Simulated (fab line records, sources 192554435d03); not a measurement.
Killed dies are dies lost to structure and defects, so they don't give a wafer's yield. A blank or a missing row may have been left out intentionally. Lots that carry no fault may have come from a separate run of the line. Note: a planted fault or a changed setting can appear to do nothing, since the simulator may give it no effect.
Chamber matching :: flow n5 finfet :: N5_MOL_CONTACT_COAG_ETCH_65 on rie diel-01: 4 sister chambers
The step etches underlayer in N2/H2, target depth 13 nm, time 10.4 s. 4 wafers are shown with their chamber, then 10 later ones without.

== WAFERS PAIRED WITH THEIR CHAMBERS ==
wafer: L085.6
chamber: 1
throttle valve pct (%): 17.58

wafer: L086.3
chamber: 0
throttle valve pct (%): 17.91

wafer: L090.3
chamber: 3
throttle valve pct (%): 18.04

wafer: L090.4
chamber: 2
throttle valve pct (%): 18.08

== WAFERS WHOSE CHAMBER IS MISSING ==
wafer: L090.6
throttle valve pct (%): 17.94

wafer: L092.3
throttle valve pct (%): 18.05

wafer: L092.5
throttle valve pct (%): 17.60

wafer: L092.6
throttle valve pct (%): 17.94

wafer: L095.2
throttle valve pct (%): 18.10

wafer: L095.5
throttle valve pct (%): 17.63

wafer: L095.6
throttle valve pct (%): 17.96

wafer: L096.1
throttle valve pct (%): 17.96

wafer: L096.2
throttle valve pct (%): 17.61

wafer: L096.5
throttle valve pct (%): 17.60

== THE CHAMBER EACH PASSED THROUGH ==
wafer: L090.6
from the rows above: 0
in truth: 0

wafer: L092.3
from the rows above: can't be placed: 3 or 2
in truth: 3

wafer: L092.5
from the rows above: 1
in truth: 1

wafer: L092.6
from the rows above: 0
in truth: 0

wafer: L095.2
from the rows above: can't be placed: 2 or 3
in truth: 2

wafer: L095.5
from the rows above: 1
in truth: 1

wafer: L095.6
from the rows above: can't be placed: 0 or 3
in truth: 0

wafer: L096.1
from the rows above: can't be placed: 0 or 3
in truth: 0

wafer: L096.2
from the rows above: 1
in truth: 1

wafer: L096.5
from the rows above: 1
in truth: 1
6 of 10 placed correctly. Not placeable from these rows: 4 (in 4, the candidates include the true chamber). Wrongly placed: 0.
How it was worked out, from the rows above alone: a wafer's distance from a chamber is the root of the sum, over the readings, of the square of ((its reading less the chamber's mean) divided by the reading's scatter). The wafer belongs to the nearest chamber; if the next one is less than 2 further off, it can't be placed. The mean given for a chamber averages the wafers shown for that chamber. The scatter (one wafer shown for each chamber): square how far every hidden wafer sits from the nearest shown wafer, average those squares and take the square root.
